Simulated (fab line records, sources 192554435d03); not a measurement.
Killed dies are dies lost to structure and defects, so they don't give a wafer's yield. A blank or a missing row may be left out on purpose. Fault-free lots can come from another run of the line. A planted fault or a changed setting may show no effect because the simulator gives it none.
Chamber matching ; flow n5Finfet ; rieDiel-01 running N5_BEOL_M15_TRENCH_ETCH_34: 4 sister chambers
The step etches SiO2 in C4F8/O2/Ar, target depth 872.93 nm, time 199 s. 4 wafers are shown with their chamber, then 7 later ones without.

WAFERS WITH THEIR CHAMBER
wafer;chamber;throttleValvePct (%)
L074.5;1;31.10
L081.5;3;31.08
L087.3;2;30.36
L087.4;0;31.09

WAFERS WHOSE CHAMBER IS MISSING
wafer;throttleValvePct (%)
L087.6;31.10
L095.3;30.90
L095.4;30.37
L095.6;30.39
L097.1;30.39
L097.2;31.12
L097.6;31.14

WHICH CHAMBER EACH WENT THROUGH
wafer;from the rows above;in truth
L087.6;can't be placed: 1 or 0 or 3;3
L095.3;can't be placed: 3 or 0 or 1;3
L095.4;2;2
L095.6;2;2
L097.1;2;2
L097.2;can't be placed: 1 or 0 or 3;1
L097.6;can't be placed: 1 or 0 or 3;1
Correct placement for 3 of the 7. Can't be placed from these rows: 4 (the true chamber is among the candidates in 4). 0 placed wrongly.
How it was worked out, from the rows above alone: a wafer's distance from a chamber is the root of the sum, over the readings, of the square of ((its reading less the chamber's mean) divided by the reading's scatter). The wafer belongs to the nearest chamber; if the next one is less than 2 further off, it can't be placed. The mean given for a chamber averages the wafers shown for that chamber. The scatter: root of mean squared gap, hidden wafer to nearest shown wafer, with one shown wafer a chamber.
